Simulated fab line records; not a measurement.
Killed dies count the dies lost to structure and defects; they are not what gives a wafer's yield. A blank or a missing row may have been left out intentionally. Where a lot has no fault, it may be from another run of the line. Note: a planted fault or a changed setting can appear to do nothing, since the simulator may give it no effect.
fab line records | flow nand_harc
record: lots: 24 wafers: 72 last_day: 25
route steps=1159 shown P_ZERO_WELL@16 P_GATE@141
lots that met no fault: taken from a fault-free run of the same line
start_h: the number of hours between the record's first day and the start of the first shown wafer of the lot | wait_h: hours elapsed since this lot's preceding step | " repeats the value in the row above | L1.1+2: several wafers, shown together as one row | - value missing, or start not given | * or withheld: withheld | < > ~ a bound
route shown NAME@n: names a module that has steps shown in the file, with the first one's number in the route | usual: mean/standard deviation of fault-free wafers | same: alike in all rows | chamber/n: place in a boat | sites: each site's reading | _std_site: the values' standard deviation | _edge_site: the outer-site mean with the inner-site mean subtracted | radius_mm: how far each site lies from the wafer's centre | mask NAME#n: copy n | behind: the tool/chamber that last shaped the wafer | hold: why the lot went on hold/how many hours it stayed there/how the hold came to an end | device: names the non-switching transistor (n, p or np) | end of line: tests run on the same wafers once the route is complete | a step with no rows: only its recipe | killed: dies that structure and defects cost at the first sort, which is not the same as the wafer's yield | map: the dies of a wafer, with x for killed, . for not killed, _ for no die there
set.NAME: the setting the step ran with; set.NAME@STEP: the setting that earlier step ran with | model.NAME: the simulator's own value behind a step, which no gauge read
route steps across a sampled set of lots; one table per step, one row per wafer
services: when a tool's chamber went out of use (start_h, in hours from the record's first day, below 0 if earlier), for how many hours, and the reason
== steps ==
step: NHARC_P_ZERO_WELL_DESCUM_13
recipe: time_s: 3 o2_flow_sccm: 200 ar_flow_sccm: 0 bias_power_w: 0 chemistry: O2
usual: drypump_motor_current_A: 5.7/0.37 oes_product_au: 1.002/0.011 rf_vpp_V: 57.7/0.88 showerhead_plenum_p_Torr: 1.89/0.082 throttle_valve_pct: 11.312/0.0085
columns lot.wafer tool chamber start_h wait_h drypump_motor_current_A oes_product_au rf_hours_counter_h rf_vpp_V showerhead_plenum_p_Torr throttle_valve_pct
L074.2 rie_diel-03 1 13.43 - 5.5 1.011 10 57.3 1.95 11.317
L074.3 " 2 " " 6.4 0.990 10 56.6 1.79 11.307
L074.5 " 3 " " 5.0 1.005 - 57.7 1.83 11.311
L075.4 rie_diel-03 3 19.26 - 5.0 1.001 9 58.2 1.83 11.303
L075.3 " 0 " " 5.9 0.998 9 56.4 1.90 11.309
L075.2 " 1 " " 5.5 1.011 10 58.0 1.95 11.320
L076.4 rie_diel-12 1 25.31 - 5.7 0.995 9 56.4 1.79 11.314
L076.5 " 1 " " 5.7 0.995 - 56.9 1.79 11.320
L076.6 " 2 " " 5.6 1.016 - 58.7 1.92 11.323
L077.1 rie_diel-06 3 31.42 - 5.4 1.000 10 58.7 2.02 11.309
L077.4 " 0 " " 5.8 0.985 9 59.8 2.05 11.323
L077.6 " 2 " " 5.3 0.986 - 56.4 1.84 11.315
L078.3 rie_diel-06 2 37.29 - 5.3 0.987 11 56.0 1.84 11.315
L078.2 " 3 " " 5.4 0.998 11 57.4 2.01 11.317
L078.6 " 1 " " 6.4 0.989 - 58.6 1.97 11.309
L079.3 rie_diel-12 1 43.40 - 5.7 0.986 1 59.4 1.79 11.302
L079.1 " 3 " " 5.8 1.008 1 58.1 1.86 11.312
L079.6 " 2 " " 5.6 1.024 - 57.7 1.92 11.304
L080.2 rie_diel-12 0 49.28 - 5.7 0.998 1 57.3 1.84 11.304
L080.3 " 1 " " 5.7 0.984 1 57.6 1.79 11.323
L080.4 " 2 " " 5.6 1.028 1 58.4 1.92 11.307
L081.4 rie_diel-12 2 55.41 - 5.6 1.022 1 57.6 1.92 11.312
L081.2 " 3 " " 5.8 1.006 1 55.8 1.86 11.308
L081.5 " 1 " " 5.6 0.983 - 57.7 1.79 11.302
L082.3 rie_diel-03 2 61.39 - 6.4 1.006 1 56.9 1.79 11.314
L082.6 " 2 " " 6.4 0.997 - 56.0 1.79 11.318
L082.5 " 3 " " 5.0 1.005 - 57.4 1.83 11.310
L083.1 rie_diel-03 3 67.28 - 5.0 0.994 1 56.9 1.83 11.312
L083.6 " 3 " " 5.0 1.006 - 56.8 1.83 11.310
L083.5 " 0 " " 5.9 0.995 - 56.7 1.89 11.302
L084.4 rie_diel-06 3 73.30 - 5.4 1.006 0 57.0 2.01 11.299
L084.6 " 3 " " 5.4 1.003 - 58.8 2.01 11.312
L084.5 " 0 " " 5.8 1.022 - 57.4 2.05 11.309
L085.2 rie_diel-12 1 79.30 - 5.6 0.997 2 57.2 1.79 11.314
L085.3 " 2 " " 5.6 1.022 2 58.2 1.92 11.315
L085.4 " 3 " " 5.8 1.013 3 58.4 1.86 11.313
L086.4 rie_diel-06 0 85.90 - 5.8 1.027 1 58.4 2.05 11.317
L086.1 " 1 " " 6.4 0.996 2 56.2 1.97 11.321
L086.2 " 2 " " 5.3 1.001 2 58.1 1.84 11.319
L087.1 rie_diel-12 3 91.41 - 5.8 1.011 3 57.4 1.86 11.315
L087.4 " 1 " " 5.7 0.995 3 57.6 1.79 11.309
L087.5 " 3 " " 5.8 1.010 - 58.1 1.85 11.318
L088.4 rie_diel-03 1 97.40 - 5.5 0.986 4 59.4 1.94 11.318
L088.3 " 3 " " 5.0 1.010 3 56.4 1.82 11.292
L088.2 " 0 " " 5.9 1.000 4 56.2 1.89 11.322
L089.3 rie_diel-12 2 103.27 - 5.7 1.020 3 57.3 1.92 11.320
L089.4 " 1 " " 5.6 0.988 3 58.4 1.79 11.311
L089.5 " 2 " " 5.7 1.020 - 57.5 1.92 11.304
L090.1 rie_diel-12 0 109.27 - 5.8 0.995 4 56.9 1.84 11.304
L090.5 " 0 " " 5.8 1.002 - 58.7 1.84 11.305
L090.6 " 1 " " 5.7 0.991 - 57.2 1.79 11.304
L091.3 rie_diel-06 1 115.28 - 6.4 0.996 4 59.2 1.97 11.308
L091.1 " 3 " " 5.4 0.999 3 58.1 2.01 11.301
L091.4 " 0 " " 5.8 1.014 3 59.1 2.04 11.315
L092.2 rie_diel-12 0 121.27 - 5.8 0.992 5 57.8 1.84 11.325
L092.1 " 2 " " 5.7 1.012 5 57.7 1.92 11.332
L092.5 " 1 " " 5.6 0.996 - 57.3 1.79 11.323
L093.4 rie_diel-06 3 127.28 - 5.4 0.993 4 57.9 2.01 11.312
L093.1 " 0 " " 5.8 1.018 4 58.4 2.04 11.315
L093.6 " 3 " " 5.4 0.997 - 58.8 2.01 11.311
L094.2 rie_diel-06 2 133.48 - 5.3 1.015 5 58.9 1.83 11.298
L094.4 " 3 " " 5.4 0.996 4 58.4 2.01 11.308
L094.3 " 1 " " 6.4 1.002 5 57.2 1.97 11.279
L095.1 rie_diel-03 1 139.46 - 5.5 0.992 7 57.4 1.94 11.304
L095.2 " 3 " " 5.0 1.001 6 57.3 1.82 11.300
L095.4 " 1 " " 5.5 0.983 - 58.5 1.94 11.316
L096.1 rie_diel-06 2 145.27 - 5.3 1.004 6 58.0 1.84 11.287
L096.4 " 3 " " 5.4 0.982 5 59.6 2.01 11.322
L096.3 " 1 " " 6.4 0.990 6 57.3 1.97 11.318
L097.3 rie_diel-12 3 151.47 - 5.8 1.007 6 57.7 1.85 11.318
L097.5 " 1 " " 5.6 0.990 - 56.1 1.79 11.324
L097.6 " 2 " " 5.6 1.007 - 57.1 1.92 11.326
step: NHARC_P_GATE_CD_MEAS_26
recipe: target_cd_nm: 120 landing_energy_ev: 500
usual: cd_nm: 120.0/0.67
columns lot.wafer tool chamber start_h wait_h cd_nm
L074.2 cd_sem-03 0 86.37 - 119.3
L074.3 " 0 " " 120.0
L074.5 " 0 " " 119.4
L075.2 cd_sem-02 0 94.65 - 120.2
L075.3 " 0 " " 120.5
L075.4 " 0 " " 120.3
L076.4 cd_sem-02 0 103.33 - 119.1
L076.5 " 0 " " 119.1
L076.6 " 0 " " 118.9
L077.1 cd_sem-02 0 104.24 - 119.8
L077.4 " 0 " " 119.9
L077.6 " 0 " " 120.8
L079.1 cd_sem-03 0 117.69 - 118.4
L079.3 " 0 " " 120.2
L079.6 " 0 " " 120.1
L078.2 cd_sem-01 0 117.84 - 119.0
L078.3 " 0 " " 120.0
L078.6 " 0 " " 119.6
L081.2 cd_sem-01 0 135.44 - 120.2
L081.4 " 0 " " 120.0
L081.5 " 0 " " 120.3
L082.3 cd_sem-02 0 135.60 - 119.7
L082.5 " 0 " " 120.2
L082.6 " 0 " " 119.6
L080.2 cd_sem-03 0 136.09 - 120.6
L080.3 " 0 " " 119.6
L080.4 " 0 " " 120.3
L083.1 cd_sem-03 0 136.24 - 121.2
L083.5 " 0 " " 121.4
L083.6 " 0 " " 121.2
L085.2 cd_sem-02 0 152.69 - 119.5
L085.3 " 0 " " 120.1
L085.4 " 0 " " 119.7
L084.4 cd_sem-03 0 153.47 - 120.1
L084.5 " 0 " " 119.8
L084.6 " 0 " " 119.4
L086.1 cd_sem-01 0 168.14 - 120.0
L086.2 " 0 " " 120.8
L086.4 " 0 " " 119.2
L087.1 cd_sem-02 0 168.44 - 119.8
L087.4 " 0 " " 120.9
L087.5 " 0 " " 120.8
L088.2 cd_sem-01 0 174.19 - 120.2
L088.3 " 0 " " 120.7
L088.4 " 0 " " 119.9
L089.3 cd_sem-01 0 174.87 - 120.3
L089.4 " 0 " " 120.1
L089.5 " 0 " " 119.4
L090.1 cd_sem-02 0 182.52 - 119.7
L090.5 " 0 " " 120.2
L090.6 " 0 " " 120.2
L091.1 cd_sem-02 0 182.79 - 121.3
L091.3 " 0 " " 120.7
L091.4 " 0 " " 121.5
L092.1 cd_sem-01 0 197.19 - 119.9
L092.2 " 0 " " 119.4
L092.5 " 0 " " 119.3
L093.1 cd_sem-02 0 197.35 - 120.5
L093.4 " 0 " " 120.8
L093.6 " 0 " " 120.0
L094.2 cd_sem-01 0 210.54 - 121.5
L094.3 " 0 " " 121.4
L094.4 " 0 " " 120.8
L095.1 cd_sem-01 0 210.75 - 120.7
L095.2 " 0 " " 120.0
L095.4 " 0 " " 119.3
L097.3 cd_sem-03 0 221.47 - 120.4
L097.5 " 0 " " 120.4
L097.6 " 0 " " 119.8
L096.1 cd_sem-03 0 221.98 - 120.5
L096.3 " 0 " " 120.3
L096.4 " 0 " " 119.4
step: NHARC_P_GATE_STRIP_108
recipe: o2_flow_sccm: 500 ar_flow_sccm: 0 bias_w: 0 chemistry: O2
usual: drypump_motor_current_A: 5.7/0.51 oes_product_au: 1.000/0.011 rf_vpp_V: 57.6/0.88 showerhead_plenum_p_Torr: 3.49/0.13 throttle_valve_pct: 17.037/0.0092
same: bias_w: 0
columns lot.wafer tool chamber start_h wait_h drypump_motor_current_A oes_product_au rf_hours_counter_h rf_vpp_V showerhead_plenum_p_Torr throttle_valve_pct
L074.2 rie_diel-08 3 87.42 - 5.2 0.990 26 59.5 3.38 17.043
L074.3 " 0 " " 5.6 0.996 25 58.8 3.57 17.028
L074.5 " 1 " " 6.6 0.997 - 58.1 3.45 17.021
L075.3 rie_diel-07 0 95.46 - 5.3 0.996 11 57.2 3.50 17.047
L075.2 " 1 " " 6.1 0.986 13 56.7 3.36 17.040
L075.4 " 3 " " 5.6 1.001 10 57.6 3.28 17.023
L076.4 rie_diel-08 3 104.20 - 5.2 1.006 30 58.1 3.38 17.022
L076.6 " 1 " " 6.6 1.006 - 57.5 3.45 17.027
L076.5 " 2 " " 6.1 1.028 - 56.4 3.52 17.035
L077.1 rie_diel-08 3 105.07 - 5.2 0.993 30 57.6 3.38 17.030
L077.4 " 1 " " 6.5 1.003 29 57.6 3.45 17.046
L077.6 " 3 " " 5.2 0.997 - 58.0 3.38 17.043
L079.3 rie_diel-08 3 118.51 - 5.2 1.014 32 58.3 3.37 17.053
L079.1 " 0 " " 5.6 0.998 31 57.1 3.57 17.050
L079.6 " 3 " " 5.2 0.998 - 59.4 3.37 17.031
L078.2 rie_diel-08 0 118.73 - 5.6 0.997 31 58.9 3.57 17.031
L078.3 " 1 " " 6.6 0.994 31 57.1 3.45 17.033
L078.6 " 1 " " 6.5 0.991 - 57.7 3.45 17.031
L081.2 rie_diel-07 2 136.43 - 4.9 0.981 25 58.6 3.55 17.024
L081.5 " 3 " " 5.6 0.990 - 57.1 3.28 17.035
L081.4 " 2 " " 4.9 0.986 - 59.2 3.55 17.026
L082.3 rie_diel-08 0 136.48 - 5.6 1.022 1 58.4 3.57 17.049
L082.6 " 0 " " 5.6 1.002 - 58.8 3.57 17.036
L082.5 " 1 " " 6.6 0.990 - 56.3 3.44 17.026
L080.4 rie_diel-08 3 137.16 - 5.2 0.994 1 57.5 3.37 17.018
L080.3 " 0 " " 5.6 1.013 1 56.6 3.57 17.052
L080.2 " 1 " " 6.6 0.992 1 57.5 3.44 17.034
L083.1 rie_diel-07 2 137.18 - 4.9 0.987 25 56.6 3.55 17.034
L083.6 " 0 " " 5.3 1.004 - 57.9 3.49 17.049
L083.5 " 2 " " 4.9 0.986 - 58.0 3.55 17.047
L085.2 rie_diel-07 3 153.50 - 5.7 0.999 30 56.6 3.27 17.040
L085.4 " 0 " " 5.3 0.984 32 56.6 3.49 17.032
L085.3 " 1 " " 6.1 0.989 31 57.7 3.35 17.043
L084.4 rie_diel-05 1 154.41 - 6.1 0.990 63 57.1 3.57 17.028
L084.5 " 2 " " 6.4 0.987 - 56.6 3.28 17.030
L084.6 " 3 " " 5.0 1.004 - 58.0 3.68 17.025
L087.4 rie_diel-08 2 169.25 - 6.1 1.000 6 58.4 3.52 17.031
L087.1 " 1 " " 6.6 1.005 7 57.5 3.44 17.026
L087.5 " 2 " " 6.1 1.007 - 57.9 3.52 17.036
L086.2 rie_diel-07 0 170.01 - 5.3 0.993 36 56.0 3.48 17.037
L086.1 " 3 " " 5.7 1.001 35 57.3 3.27 17.037
L086.4 " 0 " " 5.3 0.989 - 57.2 3.48 17.039
L089.3 rie_diel-08 2 175.67 - 6.0 1.017 7 57.9 3.52 17.034
L089.4 " 3 " " 5.2 1.001 7 58.0 3.37 17.033
L089.5 " 2 " " 6.1 1.013 - 58.4 3.52 17.031
L088.3 rie_diel-08 3 175.89 - 5.2 0.996 7 57.1 3.37 17.050
L088.2 " 1 " " 6.6 1.009 8 57.5 3.44 17.035
L088.4 " 2 " " 6.1 1.016 7 57.5 3.52 17.034
L091.3 rie_diel-07 1 183.96 - 6.0 0.993 41 58.1 3.34 17.041
L091.1 " 2 " " 4.9 0.980 37 57.1 3.55 17.029
L091.4 " 1 " " 6.1 0.989 - 57.2 3.34 17.047
L090.1 rie_diel-05 3 184.15 - 5.0 1.011 5 59.8 3.68 17.034
L090.5 " 2 " " 6.3 1.000 - 58.8 3.80 17.025
L090.6 " 3 " " 5.0 1.008 - 58.5 3.68 17.043
L092.2 rie_diel-07 1 198.05 - 6.1 1.000 48 56.1 3.34 17.044
L092.1 " 0 " " 5.3 0.996 49 57.4 3.48 17.050
L092.5 " 2 " " 4.9 1.000 - 58.0 3.54 17.049
L093.1 rie_diel-05 2 198.16 - 6.4 0.996 11 58.8 3.80 17.029
L093.4 " 0 " " 5.3 0.991 11 58.7 3.77 17.034
L093.6 " 2 " " 6.4 0.995 - 57.8 3.80 17.033
L094.3 rie_diel-05 2 211.56 - 6.3 0.988 16 58.0 3.80 17.029
L094.2 " 3 " " 5.0 1.003 17 58.6 3.67 17.030
L094.4 " 0 " " 5.3 0.992 16 57.7 3.76 17.033
L095.1 rie_diel-08 3 211.57 - 5.2 0.991 15 56.4 3.37 17.031
L095.2 " 0 " " 5.6 1.023 16 57.6 3.56 17.047
L095.4 " 1 " " 6.6 1.007 16 57.8 3.44 17.032
L097.3 rie_diel-07 1 222.36 - 6.1 1.001 57 56.0 3.33 17.038
L097.6 " 1 " " 6.0 1.005 - 57.9 3.33 17.041
L097.5 " 2 " " 4.9 0.989 - 58.5 3.54 17.048
L096.3 rie_diel-08 0 222.92 - 5.6 1.016 20 58.6 3.56 17.028
L096.1 " 2 " " 6.1 0.990 17 58.4 3.51 17.029
L096.4 " 0 " " 5.6 1.018 - 58.7 3.56 17.040
step: NHARC_P_GATE_ETCHBACK_37
recipe: target_depth_a: 345 time_s: 17.2 chf3_flow_sccm: 50 o2_flow_sccm: 10 ar_flow_sccm: 200 rf_w: 500 bias_w: 200 chemistry: CHF3/O2
usual: bias_w: 200.0/0.57 drypump_motor_current_A: 5.7/0.53 oes_product_au: 0.95/0.033 rf_vpp_V: 370.3/2.3 showerhead_plenum_p_Torr: 2.38/0.092 throttle_valve_pct: 20.573/0.0098
columns lot.wafer tool chamber start_h wait_h bias_w drypump_motor_current_A oes_product_au rf_hours_counter_h rf_vpp_V showerhead_plenum_p_Torr throttle_valve_pct
L074.2 rie_diel-08 3 - - 199.7 5.2 0.92 29 367.7 2.30 20.570
L074.3 " 2 " " 200.4 6.0 0.94 28 370.2 2.40 20.571
L074.5 " 0 " " 200.4 5.6 0.93 - 371.9 2.43 20.583
L075.4 rie_diel-07 1 - - 200.4 6.0 0.92 17 369.9 2.28 20.596
L075.3 " 2 " " 200.4 4.8 0.92 16 371.6 2.42 20.575
L075.2 " 3 " " 200.3 5.7 0.93 13 366.4 2.23 20.558
L076.4 rie_diel-08 2 - - 199.1 6.1 0.95 32 372.1 2.40 20.566
L076.6 " 3 " " 200.4 5.2 0.93 - 369.3 2.29 20.575
L076.5 " 0 " " 200.1 5.5 0.93 - 370.4 2.43 20.569
L077.4 rie_diel-08 1 - - 200.3 6.5 0.92 31 371.5 2.34 20.582
L077.1 " 2 " " 199.8 6.1 0.95 32 370.6 2.40 20.585
L077.6 " 1 " " 200.1 6.6 0.92 - 369.6 2.34 20.581
L079.1 rie_diel-05 3 - - 199.9 5.0 1.02 49 373.9 2.51 20.565
L079.3 " 2 " " 200.2 6.4 0.98 42 366.3 2.23 20.572
L079.6 " 3 " " 200.4 5.0 1.02 - 375.6 2.51 20.576
L078.3 rie_diel-05 3 - - 200.0 5.0 1.00 49 372.7 2.51 20.586
L078.2 " 1 " " 199.8 6.1 1.00 52 369.5 2.44 20.580
L078.6 " 3 " " 199.2 5.0 1.01 - 372.4 2.51 20.579
L082.3 rie_diel-08 0 - - 199.9 5.5 0.95 2 370.0 2.43 20.554
L082.6 " 1 " " 200.8 6.6 0.93 - 371.5 2.34 20.570
L082.5 " 2 " " 199.3 6.0 0.93 - 369.6 2.40 20.585
L081.2 rie_diel-08 2 - - 199.7 6.1 0.93 2 371.9 2.40 20.580
L081.4 " 1 " " 199.4 6.5 0.92 2 369.4 2.34 20.565
L081.5 " 3 " " 199.5 5.2 0.93 - 368.4 2.29 20.565
L080.4 rie_diel-08 1 - - 199.8 6.6 0.92 2 369.9 2.34 20.571
L080.2 " 2 " " 200.2 6.1 0.92 2 372.5 2.40 20.577
L080.3 " 3 " " 200.0 5.2 0.92 2 368.1 2.29 20.565
L083.1 rie_diel-08 2 - - 199.8 6.0 0.93 4 371.5 2.40 20.573
L083.6 " 3 " " 199.9 5.2 0.93 - 368.6 2.29 20.577
L083.5 " 0 " " 199.7 5.5 0.95 - 370.2 2.43 20.573
L085.4 rie_diel-08 0 - - 199.7 5.6 0.95 7 370.0 2.43 20.583
L085.2 " 1 " " 199.5 6.5 0.93 6 368.3 2.34 20.579
L085.3 " 3 " " 200.6 5.2 0.93 6 367.6 2.29 20.565
L084.5 rie_diel-07 3 - - 200.6 5.7 1.00 - 367.6 2.22 20.577
L084.6 " 0 " " 199.7 5.3 1.00 - 370.9 2.37 20.573
L084.4 " 1 " " 200.2 6.0 1.00 - 368.2 2.27 20.563
L086.2 rie_diel-07 1 - - 200.3 6.1 0.92 40 367.8 2.27 20.575
L086.1 " 2 " " 199.8 4.9 0.98 35 372.9 2.41 20.571
L086.4 " 3 " " 199.4 5.7 0.92 40 366.5 2.22 20.576
L087.1 rie_diel-08 3 - - 200.7 5.2 0.92 9 368.0 2.29 20.560
L087.4 " 2 " " 201.0 6.1 0.93 9 370.0 2.39 20.562
L087.5 " 3 " " 200.0 5.2 0.93 - 366.7 2.29 20.565
L089.3 rie_diel-05 3 - - 199.4 5.0 1.01 6 372.9 2.50 20.569
L089.4 " 1 " " 200.7 6.1 0.99 6 369.5 2.43 20.581
L089.5 " 3 " " 200.0 5.0 1.00 - 373.4 2.51 20.567
L088.4 rie_diel-08 2 - - 199.3 6.1 0.93 9 370.9 2.39 20.574
L088.2 " 3 " " 199.9 5.2 0.92 9 369.6 2.29 20.568
L088.3 " 0 " " 199.7 5.6 0.93 10 370.8 2.43 20.563
L091.4 rie_diel-08 0 - - 200.3 5.6 0.92 11 371.0 2.43 20.600
L091.3 " 1 " " 199.9 6.6 0.93 11 369.0 2.34 20.558
L091.1 " 3 " " 200.1 5.2 0.92 10 368.1 2.29 20.573
L090.1 rie_diel-08 1 - - 200.6 6.5 0.92 11 368.7 2.34 20.576
L090.5 " 1 " " 201.3 6.6 0.92 - 368.1 2.34 20.585
L090.6 " 2 " " 199.7 6.1 0.93 - 371.6 2.39 20.567
L092.1 rie_diel-05 3 - - 199.7 5.0 1.01 16 373.2 2.50 20.572
L092.2 " 1 " " 199.9 6.1 1.00 14 370.7 2.43 20.570
L092.5 " 0 " " 198.9 5.3 1.01 - 374.1 2.56 20.576
L093.4 rie_diel-08 3 - - 199.3 5.2 0.98 14 369.5 2.29 20.568
L093.1 " 0 " " 200.3 5.6 1.00 16 370.7 2.43 20.578
L093.6 " 2 " " 199.1 6.1 0.98 - 371.5 2.39 20.577
L094.3 rie_diel-07 1 - - 199.3 6.1 1.00 56 368.4 2.27 20.568
L094.2 " 2 " " 200.0 4.9 0.99 53 370.6 2.41 20.570
L094.4 " 2 " " 199.7 4.8 1.00 - 371.5 2.41 20.574
L095.4 rie_diel-05 3 - - 200.1 5.0 0.98 20 373.3 2.50 20.561
L095.2 " 0 " " 199.9 5.3 0.99 19 375.6 2.56 20.572
L095.1 " 2 " " 199.6 6.4 0.98 20 374.1 2.59 20.565
L097.3 rie_diel-08 3 - - 199.1 5.2 0.92 19 368.6 2.29 20.556
L097.6 " 1 " " 199.2 6.6 0.92 - 368.5 2.34 20.563
L097.5 " 0 " " 199.1 5.6 0.94 - 372.3 2.42 20.565
L096.1 rie_diel-08 1 - - 199.0 6.6 0.99 20 368.8 2.34 20.567
L096.3 " 3 " " 199.7 5.2 0.92 19 368.3 2.29 20.566
L096.4 " 3 " " 200.1 5.2 0.92 - 368.9 2.29 20.576
step: NHARC_P_GATE_STRIP_112
recipe: power_w: 1500 temp_c: 110 time_s: 200 chemistry: N2/H2
usual: drypump_motor_current_A: 5.57/0.18 heater_power_w: 89/3.7
columns lot.wafer tool chamber start_h wait_h drypump_motor_current_A heater_power_w rf_hours_counter_h
L074.2 plasma_asher-02 1 101.02 0.3 5.72 91 33
L074.3 " 0 " " 5.43 88 -
L074.5 " 1 " " 5.73 92 -
L075.2 plasma_asher-01 0 108.89 0.2 5.42 91 0
L075.4 " 1 " " 5.77 83 -
L075.3 " 0 " " 5.43 91 -
L076.4 plasma_asher-02 1 117.63 0.2 5.72 93 -
L076.6 " 1 " " 5.73 94 -
L076.5 " 0 " " 5.41 88 -
L077.1 plasma_asher-02 0 118.37 0.2 5.43 87 39
L077.4 " 0 " " 5.43 86 -
L077.6 " 1 " " 5.72 93 -
L079.1 plasma_asher-02 1 131.80 0.2 5.74 94 44
L079.3 " 0 " " 5.43 88 -
L079.6 " 0 " " 5.44 86 -
L078.2 plasma_asher-01 1 132.13 0.2 5.77 86 7
L078.3 " 0 " " 5.35 92 -
L078.6 " 1 " " 5.77 86 -
L082.3 plasma_asher-01 1 150.02 0.3 5.79 86 -
L082.6 " 0 " " 5.35 91 -
L082.5 " 1 " " 5.77 82 -
L081.2 plasma_asher-02 1 150.17 0.2 5.74 93 50
L081.4 " 1 " " 5.74 93 -
L081.5 " 0 " " 5.44 86 -
L080.2 plasma_asher-01 0 150.51 0.2 5.33 90 13
L080.4 " 1 " " 5.76 84 -
L080.3 " 0 " " 5.36 92 -
L083.1 plasma_asher-01 0 158.40 0.2 5.37 92 16
L083.5 " 0 " " 5.36 90 -
L083.6 " 1 " " 5.80 86 -
L085.2 plasma_asher-02 1 167.09 0.2 5.75 93 55
L085.3 " 1 " " 5.74 94 -
L085.4 " 0 " " 5.45 85 -
L084.4 plasma_asher-01 1 169.96 0.2 5.76 82 -
L084.6 " 1 " " 5.75 81 -
L084.5 " 0 " " 5.37 93 -
L086.1 plasma_asher-01 1 183.84 0.6 5.76 82 24
L086.2 " 0 " " 5.33 91 24
L086.4 " 0 " " 5.35 94 -
L087.1 plasma_asher-01 1 185.00 0.2 5.75 84 25
L087.4 " 0 " " 5.39 93 -
L087.5 " 1 " " 5.77 86 -
L089.4 plasma_asher-01 0 190.85 0.2 5.38 89 -
L089.3 " 1 " " 5.74 85 -
L089.5 " 1 " " 5.74 83 -
L088.2 plasma_asher-01 1 191.65 0.7 5.75 82 31
L088.4 " 1 " " 5.74 83 -
L088.3 " 0 " " 5.30 91 -
L091.1 plasma_asher-02 0 197.33 0.2 5.42 95 2
L091.4 " 0 " " 5.41 91 -
L091.3 " 1 " " 5.74 93 -
L090.1 plasma_asher-01 1 197.94 0.3 5.76 84 34
L090.6 " 1 " " 5.77 85 -
L090.5 " 0 " " 5.32 91 -
L092.1 plasma_asher-01 0 211.57 0.2 5.35 92 37
L092.2 " 1 " " 5.76 83 37
L092.5 " 0 " " 5.36 91 -
L093.1 plasma_asher-02 0 211.81 0.3 5.42 88 6
L093.4 " 1 " " 5.74 94 -
L093.6 " 0 " " 5.45 92 -
L094.2 plasma_asher-02 1 225.16 0.2 5.72 92 10
L094.4 " 1 " " 5.72 89 -
L094.3 " 0 " " 5.43 92 -
L095.1 plasma_asher-01 0 225.59 0.3 5.36 91 42
L095.2 " 1 " " 5.77 84 42
L095.4 " 0 " " 5.34 91 -
L097.3 plasma_asher-01 1 236.11 0.3 5.78 85 -
L097.5 " 0 " " 5.36 91 -
L097.6 " 1 " " 5.75 85 -
L096.1 plasma_asher-02 0 236.60 0.3 5.45 92 15
L096.4 " 1 " " 5.72 91 -
L096.3 " 0 " " 5.45 93 -
step: NHARC_P_GATE_DEGAS_109
recipe: temp_c: 300 time_s: 60
usual: heater_power_w: 456/44
columns lot.wafer tool chamber start_h wait_h heater_power_w
L074.3 pvd_sputter-02 - 105.29 0.1 443
L074.2 " - " " 458
L074.5 " - " " 442
L075.3 pvd_sputter-03 - 112.14 0.1 492
L075.2 " - " " 362
L075.4 " - " " 398
L076.4 pvd_sputter-01 - 120.87 0.1 475
L076.5 " - " " 561
L076.6 " - " " 463
L077.1 pvd_sputter-03 - 121.87 0.1 404
L077.4 " - " " 463
L077.6 " - " " 357
L079.3 pvd_sputter-03 - 135.50 0.1 402
L079.1 " - " " 506
L079.6 " - " " 401
L078.2 pvd_sputter-01 - 135.63 0.1 550
L078.3 " - " " 465
L078.6 " - " " 488
L082.3 pvd_sputter-02 - 153.06 0.1 443
L082.5 " - " " 465
L082.6 " - " " 449
L081.4 pvd_sputter-01 - 153.66 0.1 468
L081.2 " - " " 544
L081.5 " - " " 483
L080.4 pvd_sputter-01 - 154.42 0.1 462
L080.2 " - " " 488
L080.3 " - " " 552
L083.1 pvd_sputter-02 - 161.74 0.1 450
L083.6 " - " " 451
L083.5 " - " " 414
L085.4 pvd_sputter-03 - 170.27 0.1 360
L085.3 " - " " 395
L085.2 " - " " 496
L084.4 pvd_sputter-02 - 173.41 0.1 489
L084.6 " - " " 463
L084.5 " - " " 445
L086.1 pvd_sputter-02 - 187.62 0.1 442
L086.2 " - " " 422
L086.4 " - " " 472
L087.1 pvd_sputter-01 - 189.53 0.1 508
L087.4 " - " " 438
L087.5 " - " " 510
L089.4 pvd_sputter-01 - 193.94 0.1 436
L089.3 " - " " 511
L089.5 " - " " 488
L088.2 pvd_sputter-03 - 194.95 0.1 473
L088.4 " - " " 353
L088.3 " - " " 394
L091.1 pvd_sputter-03 - 200.62 0.1 478
L091.4 " - " " 351
L091.3 " - " " 395
L090.1 pvd_sputter-03 - 201.40 0.1 483
L090.6 " - " " 477
L090.5 " - " " 363
L092.2 pvd_sputter-03 - 215.14 0.1 466
L092.1 " - " " 371
L092.5 " - " " 472
L093.1 pvd_sputter-01 - 215.26 0.1 447
L093.4 " - " " 471
L093.6 " - " " 521
L094.2 pvd_sputter-01 - 228.47 0.1 449
L094.4 " - " " 436
L094.3 " - " " 511
L095.1 pvd_sputter-01 - 229.01 0.1 442
L095.4 " - " " 502
L095.2 " - " " 453
L097.3 pvd_sputter-01 - 239.32 0.1 491
L097.6 " - " " 527
L097.5 " - " " 445
L096.1 pvd_sputter-02 - 240.04 0.1 487
L096.3 " - " " 433
L096.4 " - " " 454
== services ==
columns tool chamber start_h hours kind
plasma_asher-02 - 6.00 9.0 pm
rie_diel-07 - 13.78 0.4 repair
rie_diel-12 - 27.29 9.0 pm
plasma_asher-01 - 31.30 7.4 repair
pvd_sputter-01 - 50.04 2.6 repair
rie_diel-07 - 51.58 9.0 pm
plasma_asher-01 - 94.30 4.7 repair
pvd_sputter-01 - 116.01 2.6 repair
rie_diel-08 0 123.11 2.8 repair
rie_diel-08 - 124.80 9.0 pm
rie_diel-07 1 134.44 4.8 repair
rie_diel-07 2 165.51 13.2 repair
pvd_sputter-01 - 168.67 3.5 repair
rie_diel-12 - 170.94 0.3 repair
rie_diel-07 3 180.26 7.3 repair
plasma_asher-02 - 183.00 9.0 pm
rie_diel-07 3 189.83 6.4 repair
rie_diel-12 2 190.52 3.6 repair
rie_diel-07 0 204.09 19.9 repair
rie_diel-12 - 204.29 9.0 pm
rie_diel-08 1 222.66 4.4 repair
rie_diel-08 3 223.36 4.8 repair
rie_diel-07 - 228.70 9.0 pm
rie_diel-12 0 236.47 2.1 repair
== key ==
fault none
